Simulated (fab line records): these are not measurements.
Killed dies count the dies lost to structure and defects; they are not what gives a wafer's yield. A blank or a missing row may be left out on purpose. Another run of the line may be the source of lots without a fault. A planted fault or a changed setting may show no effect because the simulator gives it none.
Which of the tools did it? / flow nandHarc / 12 lots with 36 wafers sampled at 2 steps, on a route of 1159 steps

WHAT THE GAUGES SHOWED, per wafer
NHARC_A_M0_INSPECT_11.
lot=L074; measured=day 17 18:17; on=defectInspect-02; rawDefectCount=36 21 34
lot=L078; measured=day 17 23:13; on=defectInspect-01; rawDefectCount=30 20 22
lot=L076; measured=day 18 08:10; on=defectInspect-02; rawDefectCount=25 30 26
lot=L081; measured=day 19 09:11; on=defectInspect-01; rawDefectCount=18 24 25
lot=L082; measured=day 19 22:37; on=defectInspect-02; rawDefectCount=31 39 33
lot=L087; measured=day 20 09:48; on=defectInspect-01; rawDefectCount=25 19 30
lot=L086; measured=day 20 13:59; on=defectInspect-01; rawDefectCount=42 45 37
lot=L089; measured=day 21 13:28; on=defectInspect-01; rawDefectCount=49 53 54
lot=L091; measured=day 21 18:29; on=defectInspect-02; rawDefectCount=65 64 69
lot=L092; measured=day 22 02:28; on=defectInspect-02; rawDefectCount=23 40 29
lot=L096; measured=day 22 17:05; on=defectInspect-01; rawDefectCount=27 39 41
lot=L097; measured=day 23 06:25; on=defectInspect-02; rawDefectCount=50 45 39

EACH LOT AND THE TOOL THAT RAN IT (in order: tool; ch and the chambers of the sampled wafers; start)
lot=L074; NHARC_A_BLC_PVD_32=pvdSputter-03, day 17 18:17 or earlier
lot=L078; NHARC_A_BLC_PVD_32=pvdSputter-01, day 17 23:13 or earlier
lot=L076; NHARC_A_BLC_PVD_32=pvdSputter-01, day 18 08:10 or earlier
lot=L081; NHARC_A_BLC_PVD_32=pvdSputter-03, day 19 09:11 or earlier
lot=L082; NHARC_A_BLC_PVD_32=pvdSputter-02, day 19 22:37 or earlier
lot=L087; NHARC_A_BLC_PVD_32=pvdSputter-02, day 20 09:48 or earlier
lot=L086; NHARC_A_BLC_PVD_32=pvdSputter-01, day 20 13:59 or earlier
lot=L089; NHARC_A_BLC_PVD_32=pvdSputter-02, day 21 13:28 or earlier
lot=L091; NHARC_A_BLC_PVD_32=pvdSputter-03, day 21 18:29 or earlier
lot=L092; NHARC_A_BLC_PVD_32=pvdSputter-01, day 22 02:28 or earlier
lot=L096; NHARC_A_BLC_PVD_32=pvdSputter-03, day 22 17:05 or earlier
lot=L097; NHARC_A_BLC_PVD_32=pvdSputter-03, day 23 06:25 or earlier
- NHARC_A_BLC_PVD_32: deposits Ti, target thk 5 nm, time 17.7 s.

THE ANSWER, worked out from the rows above alone
Rule: usual is defined by the lots themselves. The widest of any qualifying gaps counts: lots, ordered by their means at a reading, are off when they make up no more than a third of the lots, leave a main group of 4 or more, and stand apart from it by 3 or more times the standard deviation of that group's means. A main group whose means are all the same, to the digits that the tables above print for the reading, isn't used. Also off: a lot with no number at a reading for which 4 or more lots have one. All remaining lots with rows at the step are treated as sound.
No lot is off on any of the readings shown, so nothing can be concluded from this.

WHAT HAD BEEN PUT IN BY THE SIMULATOR
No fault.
